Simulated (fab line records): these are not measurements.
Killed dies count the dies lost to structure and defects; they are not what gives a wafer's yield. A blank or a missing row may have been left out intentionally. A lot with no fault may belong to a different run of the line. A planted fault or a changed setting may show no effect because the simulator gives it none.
A struck lot beside a sound one    flow nand-harc    15 steps out of a route of 1159
Sound: the wafers L296.2, L296.3, L296.5. Wafers L290.1, L290.4, L290.5 were the ones struck. The cause is given at the end.
Each step with rows lists, per side, the tool, then ch with its chambers, then its first start. Under that, the readings that differ: sound wafers    struck wafers    difference of the means    sigmas: that difference in standard deviations of wafers without a fault.
alike: readings with means less than 2 such deviations apart, plus words and numbers identical on both sides. not compared: withheld readings, readings lacking a value on some wafer, bounds such as >300 that could conceal the same value, and numbers that have no deviation in the record and whose values overlap.
Wherever a step has rows on one side only, a row that says differs or no value, or a row with sigmas, the two part there. Non-overlapping numbers with no deviation appear without sigmas and do not part them. Lack of a reading on every wafer of one side parts them only where that side has two or more wafers.

NHARC_A_M1_PRE_CLEAN_30: time 30 s.
  sound on pvd-sputter-02; struck on pvd-sputter-02
  alike: heater-power-w
NHARC_A_M1_PVD_20: deposits TaN, target thk 5 nm, time 8.06 s.
  sound on pvd-sputter-02; struck on pvd-sputter-02
  alike: chamber-pressure-pa, throttle-valve-pct
then, 2 steps without rows for these wafers: NHARC_A_M1_PVD_21 (deposits Cu, target thk 30 nm, time 20.49 s); NHARC_A_M1_ECD_22 (material Cu, target thk 400 nm).
NHARC_A_M1_ANNEAL_31: time 90 s.
  sound on rtp-anneal-01 ch 0, day 20 23:05; struck on rtp-anneal-01 ch 0, day 20 04:41
  alike: wafer_temp_C_max
NHARC_A_M1_CMP_23: polishes, t overpolish 20 s, target thk 154.34 nm.
  sound on cmp-01 ch 0,1,3, day 20 23:27; struck on cmp-03 ch 0,1, day 20 05:02
  alike: motor-current-A, time-to-endpoint-s
NHARC_A_M1_THK_MEAS_24: measures by xrf.
  sound: film-metro-02 at day 20 23:42; struck: film-metro-01 at day 20 05:21
  alike: thk-nm
then, 1 step without rows for these wafers: NHARC_A_M1_SRD_25.
NHARC_A_M1_INSPECT_27:
  sound: defect-inspect-02 at day 20 23:52; struck: defect-inspect-02 at day 20 05:30
  alike: raw-defect-count
then, 1 step without rows for these wafers: NHARC_A_M1_PRE_CLEAN_32 (time 12 s).
NHARC_A_M1_DEP_33: deposits SiCN, target thk 30 nm.
  sound on pecvd-04 ch 0,1,2, day 21 00:11; struck on pecvd-01 ch 0,2, day 20 05:39
  alike: chamber-pressure-Torr, heater-power-outer-w, heater-power-w
NHARC_A_BONDPAD_DEP_00: deposits SiCN, target thk 250 nm.
  sound on pecvd-02 ch 0,2, day 21 00:44; struck on pecvd-02 ch 0,1, day 20 06:16
  no value came back on the struck wafers for chamber-pressure-Torr (Torr), heater-power-outer-w (W), heater-power-w (W); on the sound wafers chamber-pressure-Torr (Torr) reads 2.989 3.009 3.003
then, 2 steps without rows for these wafers: NHARC_A_BONDPAD_CMP_29 (polishes SiCN, target thk 200 nm); NHARC_A_BONDPAD_SRD_31.
NHARC_END_SORT_01:
  sound on prober-01 ch 0, day 22 10:34; struck on prober-02 ch 0, day 21 12:32
reading                   sound            struck          difference  sigmas
defect-limited-yield (%)  96.0 93.8 97.0   0 0 0           -96         -64
killed-at-array           23 39 17         673 671 676     +647        +65
killed-dies               27 42 20         677 677 677     +647        +65
sort_bin_2_pct (%)        0.6 1.6 1.0      96.5 96.6 97.3  +95.7       +99 or more
sort-n-pass               650 635 657      0 0 0           -647        -65
sort-rim-yield-pct (%)    97.2 94.3 100.0  0 0 0           -97         -51
sort-yield-pct (%)        96.0 93.8 97.0   0 0 0           -96         -64
  alike: killed-at-other, killed-at-periphery, killed-open, killed-short, sort_bin_3_pct, sort_bin_4_pct

## WHERE THEY PART
Earliest at NHARC_A_BONDPAD_DEP_00; latest, in this record, at NHARC_END_SORT_01.

WHY: what the simulator had put in
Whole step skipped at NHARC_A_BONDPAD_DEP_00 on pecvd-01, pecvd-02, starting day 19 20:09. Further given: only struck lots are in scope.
